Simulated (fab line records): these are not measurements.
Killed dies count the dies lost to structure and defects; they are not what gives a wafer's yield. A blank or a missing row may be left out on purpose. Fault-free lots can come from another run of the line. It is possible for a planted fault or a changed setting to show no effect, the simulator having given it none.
Matching of chambers    flow nandHarc    NHARC_P_CONTACT_ALD_22 on aldMetal-04: 4 sister chambers
The step deposits TiN, target thk 3 nm, pulse time 1 s, ald cycles 150. 4 wafers are shown with their chamber, then 7 later ones without.

## WAFERS PAIRED WITH THEIR CHAMBERS
wafer   chamber  heaterPowerW (W)
L082.6  1        963
L088.5  2        1083
L092.3  0        1260
L092.4  3        1005

## WAFERS WHOSE CHAMBER IS MISSING
wafer   heaterPowerW (W)
L092.5  959
L093.3  960
L093.4  1224
L093.5  1283
L096.1  1004
L096.3  1079
L096.6  1038

## WHICH CHAMBER EACH ONE RAN IN
wafer    from the rows above       in truth
L092.5   1                         1
L093.3   1                         1
L093.4   0                         0
L093.5   0                         0
L096.1   can't be placed: 3 or 1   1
L096.3   2                         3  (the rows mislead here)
L096.6   can't be placed: 3 or 2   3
Correctly placed: 4 of 7. Not placeable from these rows: 2 (in 2, the candidates include the true chamber). Placed wrongly: 1.
How it was worked out, from the rows above alone: a wafer's distance from a chamber is the root of the sum, over the readings, of the square of ((its reading less the chamber's mean) divided by the reading's scatter). If the next closest chamber is less than 2 further off than the closest, the wafer can't be placed; otherwise it belongs to the closest. For every chamber, the mean is computed from those of its wafers that are shown. The scatter: with one shown wafer a chamber, the root of the mean of the squares of how far each hidden wafer lies from its nearest shown one.
